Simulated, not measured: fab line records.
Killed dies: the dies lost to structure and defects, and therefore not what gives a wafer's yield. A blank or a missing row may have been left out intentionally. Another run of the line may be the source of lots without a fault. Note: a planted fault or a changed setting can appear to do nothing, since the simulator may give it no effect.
Code-filled problem report in 8D (eight disciplines) form || flow n5-finfet || the parts of the form that need people (team, actions taken, sign-off) are left out

== 1. WHAT WENT WRONG ==
rf-fwd-power-W at N5_BEOL_M9_VIA_ETCH_34 reads a mean of 259.0 W on 9 wafers of 3 lots; wafers without a fault read 341.7 W with a standard deviation of 1.3. That is -64 standard deviations from the usual mean.
The step: etches SiCOH lowk in C4F6/O2, target depth 182.4 nm, time 68.4 s.
Earliest sighting: wafer L627.4 on rie-diel-01 at day 16 00:55. The record has a number at this step for 30 wafers belonging to 10 lots. By rule, "out" or "out of limits" means more than 4 standard deviations away from the usual mean. All remaining wafers that have a number are taken as sound.

== 2. WHAT IT IS; WHAT IT IS NOT ==
{"question": "which readings at this step", "is": "rf-fwd-power-W, rf-vpp-V", "is not": "drypump-motor-current-A, oes-product-au, showerhead-plenum-p-Torr, throttle-valve-pct"}
{"question": "which lots", "is": "L627, L628, L630", "is not": "L617, L622, L633, L635, L638, L639, L640"}
{"question": "which wafers of those lots", "is": "all that have a number", "is not": "-"}
{"question": "read on which tools", "is": "rie-diel-01", "is not": "rie-diel-03, rie-diel-06"}
{"question": "when", "is": "from day 16 00:55", "is not": "up to then (6 sound wafers); but 15 sound wafers of L633, L635, L638, L639, L640 came after"}

== 3. SUSPECTS, AND WHAT RULES EACH OUT ==
Counting: any tool at a process step up to the reading is kept as a suspect provided that every lot that is out went through it and no sound lot did after the first of them.
- rie-diel-01 at N5_BEOL_M9_STRIP_67 (strips in CF4): kept. It processed each lot that is out, first L627 at day 15 22:52, and no sound lot thereafter; up to then, the last sound lot it processed was L617 at day 10 13:36.
- rie-diel-01 at N5_BEOL_M9_VIA_ETCH_34 (etches SiCOH lowk in C4F6/O2, target depth 182.4 nm, time 68.4 s): ruled out as a lasting fault. Following L627 (day 16 00:55), the first lot on it that is out, the sound lots L639 were run on it.
Left after counting: rie-diel-01 at N5_BEOL_M9_STRIP_67.

== 4. THE CAUSE (what the simulator had put in) ==
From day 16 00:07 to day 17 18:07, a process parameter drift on rie-diel-01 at N5_BEOL_M9_VIA_ETCH_34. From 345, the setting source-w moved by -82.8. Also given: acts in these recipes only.
Counting left only this tool.

== 5. SEQUENCE OF EFFECTS, ordered by route ==
Rows list readings where the struck wafers' mean (over those with a number) sits beyond 3 standard deviations from the usual. Readings are gone through only where the record gives a usual standard deviation; hours: the median, over the lots, of the time from a lot's start at the first step in this table giving one to that lot's start at this step; sigmas: the change measured in usual standard deviations.
{"hours": 0, "step": "N5_BEOL_M9_VIA_ETCH_34", "reading": "oes_f_703_au", "usual": "0.81 a.u.", "on struck wafers": 0.60, "change": -0.21, "sigmas": -3.3}
{"hours": 0, "step": "N5_BEOL_M9_VIA_ETCH_34", "reading": "rf-fwd-power-W", "usual": "341.7 W", "on struck wafers": 259.0, "change": -82.7, "sigmas": -64}
{"hours": 0, "step": "N5_BEOL_M9_VIA_ETCH_34", "reading": "rf-vpp-V", "usual": "663 V", "on struck wafers": 757, "change": "+94", "sigmas": "+12"}
It contains these process steps:
- N5_BEOL_M9_VIA_ETCH_34: etches SiCOH lowk in C4F6/O2, target depth 182.4 nm, time 68.4 s.
Later steps that measure or inspect, where all struck wafers having a row at the step show a number for every such reading and not one has moved that far: N5_BEOL_M9_CD_MEAS_35.

== 6. HOW IT WOULD HAVE BEEN CAUGHT EARLIER ==
In this record the first reading out of limits was taken at day 16 00:55, 1 hour after the fault began at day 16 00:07.
